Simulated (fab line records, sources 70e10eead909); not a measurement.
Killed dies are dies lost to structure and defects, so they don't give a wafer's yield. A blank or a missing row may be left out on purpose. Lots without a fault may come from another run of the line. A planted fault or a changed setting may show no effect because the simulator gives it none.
Chamber matching | flow nand_harc | NHARC_HYBRID_BOND_ACTIVATE_00 on rie_diel-09: 4 sister chambers
The step chemistry N2, time 60 s. 8 wafers are shown with their chamber, then 9 later ones without.

WAFERS WITH THEIR CHAMBER
wafer  | chamber | showerhead_plenum_p_Torr (Torr) | oes_product_au (a.u.)
L630.2 | 3       | 1.75                            | 0.992
L631.4 | 2       | 1.88                            | 0.983
L638.1 | 2       | 1.87                            | 0.982
L638.2 | 0       | 1.79                            | 0.996
L638.4 | 3       | 1.75                            | 0.991
L646.3 | 1       | 1.84                            | 0.995
L646.5 | 1       | 1.84                            | 0.985
L646.6 | 0       | 1.79                            | 1.005

WAFERS WITHOUT THEIR CHAMBER
wafer  | showerhead_plenum_p_Torr (Torr) | oes_product_au (a.u.)
L645.1 | 1.84                            | 0.985
L645.5 | 1.87                            | 0.996
L645.6 | 1.84                            | 0.983
L649.2 | 1.79                            | 1.003
L649.4 | 1.87                            | 0.995
L649.5 | 1.79                            | 1.000
L651.1 | 1.87                            | 0.992
L651.2 | 1.74                            | 0.999
L651.3 | 1.79                            | 0.993

WHICH CHAMBER EACH WENT THROUGH
wafer  | from the rows above | in truth
L645.1 | 1                   | 1
L645.5 | 2                   | 2
L645.6 | 1                   | 1
L649.2 | 0                   | 0
L649.4 | 2                   | 2
L649.5 | 0                   | 0
L651.1 | 2                   | 2
L651.2 | 3                   | 3
L651.3 | 0                   | 0
Placed correctly: 9 of 9. Can't be placed from these rows: 0. Placed wrongly: 0.
How it was worked out, from the rows above alone: a wafer's distance from a chamber is the root of the sum, over the readings, of the square of ((its reading less the chamber's mean) divided by the reading's scatter). The wafer belongs to the nearest chamber; if the next one is less than 2 further off, it can't be placed. A chamber's mean is the mean of its shown wafers. The scatter: the root of (the sum of the squares of (reading less its chamber's mean) over the shown wafers, divided by (wafers less chambers)).
